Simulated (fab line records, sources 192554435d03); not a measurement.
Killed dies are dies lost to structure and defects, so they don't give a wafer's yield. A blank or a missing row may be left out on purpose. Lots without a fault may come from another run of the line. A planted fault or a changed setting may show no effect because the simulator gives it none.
Chamber matching | flow n5_finfet | N5_BEOL_M12_ETCH_38 on rie_diel-02: 4 sister chambers
The step etches SiCN in CF4/N2, target depth 68.7 nm, time 73.4 s. 18 wafers are shown with their chamber, then 9 later ones without.

WAFERS WITH THEIR CHAMBER
wafer  | chamber | showerhead_plenum_p_Torr (Torr) | drypump_motor_current_A (A) | throttle_valve_pct (%)
L076.2 | 0       | 2.02                            | 6.3                         | 15.61
L076.3 | 1       | 2.29                            | 5.4                         | 15.44
L076.5 | 3       | 2.13                            | 6.0                         | 15.47
L080.1 | 2       | 2.16                            | 5.8                         | 15.28
L080.3 | 1       | 2.28                            | 5.4                         | 15.44
L080.5 | 1       | 2.28                            | 5.3                         | 15.45
L079.2 | 2       | 2.16                            | 5.8                         | 15.29
L079.3 | 1       | 2.28                            | 5.4                         | 15.45
L079.6 | 1       | 2.28                            | 5.4                         | 15.45
L083.3 | 1       | 2.28                            | 5.4                         | 15.45
L083.4 | 2       | 2.16                            | 5.8                         | 15.28
L083.5 | 3       | 2.13                            | 6.0                         | 15.48
L084.1 | 2       | 2.15                            | 5.8                         | 15.28
L084.2 | 0       | 2.02                            | 6.3                         | 15.66
L084.4 | 3       | 2.12                            | 6.0                         | 15.50
L089.4 | 0       | 2.02                            | 6.4                         | 15.64
L089.5 | 0       | 2.02                            | 6.4                         | 15.65
L089.6 | 3       | 2.12                            | 6.0                         | 15.50

SIGNATURES (means of the wafers above)
reading                  | chamber 0 | chamber 1 | chamber 2 | chamber 3 | scatter within a chamber
showerhead_plenum_p_Torr | 2.0200    | 2.2817    | 2.1575    | 2.1250    | 0.0043
drypump_motor_current_A  | 6.350     | 5.383     | 5.800     | 6.000     | 0.0362
throttle_valve_pct       | 15.6400   | 15.4467   | 15.2825   | 15.4875   | 0.0128
Rule: a wafer's distance from a chamber is the root of the sum, over the readings, of the square of ((its reading less the chamber's mean) divided by the reading's scatter). The wafer belongs to the nearest chamber; if the next one is less than 2 further off, it can't be placed. The scatter: the root of (the sum of the squares of (reading less its chamber's mean) over the shown wafers, divided by (wafers less chambers)).

WAFERS WITHOUT THEIR CHAMBER
wafer  | showerhead_plenum_p_Torr (Torr) | drypump_motor_current_A (A) | throttle_valve_pct (%)
L090.1 | 2.01                            | 6.3                         | 15.66
L090.2 | 2.15                            | 5.7                         | 15.31
L090.6 | 2.28                            | 5.4                         | 15.49
L092.1 | 2.12                            | 5.9                         | 15.54
L092.2 | 2.15                            | 5.8                         | 15.35
L092.6 | 2.12                            | 6.0                         | 15.53
L096.2 | 2.11                            | 5.9                         | 15.56
L096.3 | 2.01                            | 6.3                         | 15.71
L096.5 | 2.14                            | 5.8                         | 15.35

WHICH CHAMBER EACH WENT THROUGH
wafer  | from the rows above | in truth
L090.1 | 0                   | 0
L090.2 | 2                   | 2
L090.6 | 1                   | 1
L092.1 | 3                   | 3
L092.2 | 2                   | 2
L092.6 | 3                   | 3
L096.2 | 3                   | 3
L096.3 | 0                   | 0
L096.5 | 2                   | 2
Placed correctly: 9 of 9. Can't be placed from these rows: 0. Placed wrongly: 0.
